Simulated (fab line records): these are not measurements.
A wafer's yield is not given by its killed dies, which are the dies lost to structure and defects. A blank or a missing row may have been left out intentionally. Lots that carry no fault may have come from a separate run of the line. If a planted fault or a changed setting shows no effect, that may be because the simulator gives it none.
A struck lot beside a sound one + flow nand-harc + 15 steps out of a route of 1302
Sound: wafers L772.1, L772.2, L772.5. Struck: wafers L771.1, L771.2, L771.6. Last of all comes the cause.
Each step with rows lists, per side, the tool, then ch with its chambers, then its first start. Under that, the readings that differ: sound wafers + struck wafers + difference of the means + sigmas: that difference in standard deviations of wafers without a fault.
alike: readings whose means differ by less than 2 such deviations, and words and numbers that are the same on both sides. not compared: withheld readings, readings that some wafer has no value for, bounds like >300 that may hide the same value, and numbers for which the record gives no deviation and whose values overlap.
Wherever a step has rows on one side only, a row that says differs or no value, or a row with sigmas, the two part there. Non-overlapping numbers with no deviation appear without sigmas and do not part them. A reading that every wafer of one side lacks parts them only if that side has two wafers or more.

NHARC_A_M1_DESCUM_14: chemistry O2, time 3 s.
  sound on rie-diel-02 ch 0,1,2, day 26 06:42; struck on rie-diel-11 ch 0,2,3, day 25 17:37
  alike: chamber-pressure-mTorr, drypump-motor-current-A, oes-product-au, rf-vpp-V, showerhead-plenum-p-Torr, throttle-valve-pct
  not compared: rf-hours-counter-h
NHARC_A_M1_ETCH_35: etches the open film in N2/H2, target depth 40 nm, overetch 12 nm, time 43.94 s.
  sound on rie-diel-02 ch 1,2, day 26 06:47; struck on rie-diel-11 ch 0,1,2, day 25 17:41
| reading               | sound             | struck            | difference | sigmas |
|-----------------------|-------------------|-------------------|------------|--------|
| oes-product-au (a.u.) | 1.015 1.006 1.011 | 0.988 0.997 0.997 | -0.017     | -2     |
  alike: chamber-pressure-mTorr, drypump-motor-current-A, rf-vpp-V, showerhead-plenum-p-Torr, throttle-valve-pct
  not compared: rf-hours-counter-h
then, 1 step without rows for these wafers: NHARC_A_M1_ETCH_15 (etches the open film in C4F8/Ar, target depth 182.5 nm, time 91.2 s).
NHARC_A_M1_CD_MEAS_16:
  struck on cd-sem-01, day 25 17:53; sound on cd-sem-02, day 26 07:00
  alike: cd-nm
NHARC_A_M1_STRIP_18: strips in N2/H2.
  sound on rie-diel-06 ch 0,2,3, day 26 07:04; struck on rie-diel-02 ch 0,3, day 25 17:58
  alike: chamber-pressure-mTorr, drypump-motor-current-A, oes-product-au, rf-vpp-V, showerhead-plenum-p-Torr, throttle-valve-pct
  not compared: rf-hours-counter-h
then, 5 steps without rows for these wafers: NHARC_A_M1_ETCH_28 (etches the open film in CF4/N2, target depth 30 nm, time 72.99 s); NHARC_A_M1_STRIP_19 (strips in post etch residue remover, time 600 s); NHARC_A_M1_DEGAS_29 (time 60 s); NHARC_A_M1_PRE_CLEAN_30 (time 30 s); NHARC_A_M1_PVD_20 (deposits TaN, target thk 5 nm, time 8.06 s).
NHARC_A_M1_PVD_21: deposits Cu, target thk 30 nm, time 20.49 s.
  sound on pvd-sputter-01; struck on pvd-sputter-03
  alike: throttle-valve-pct
then, 1 step without rows for these wafers: NHARC_A_M1_ECD_22 (material Cu, target thk 400 nm).
NHARC_A_M1_ANNEAL_31: time 90 s.
  sound on rtp-anneal-01 ch 0, day 26 08:27; struck on rtp-anneal-01, day 25 19:25
  no value came back on the struck wafers for anneal-temp-c (C), anneal-temp-c-max, wafer_temp_C_max; on the sound wafers anneal-temp-c (C) reads 225.17 225.07 224.91
NHARC_A_M1_CMP_23: polishes, t overpolish 20 s, target thk 154.34 nm.
  sound on cmp-01 ch 1,2, day 26 08:49; struck on cmp-02 ch 0,2, day 25 19:47
  alike: motor-current-A, time-to-endpoint-s
NHARC_END_SORT_01:
  the record has rows for the sound wafers here (prober-02 ch 0, day 27 23:14) and none for the struck ones

## WHERE THEY PART
First at NHARC_A_M1_ETCH_35; last, within this record, at NHARC_END_SORT_01.

WHY: what the simulator had put in
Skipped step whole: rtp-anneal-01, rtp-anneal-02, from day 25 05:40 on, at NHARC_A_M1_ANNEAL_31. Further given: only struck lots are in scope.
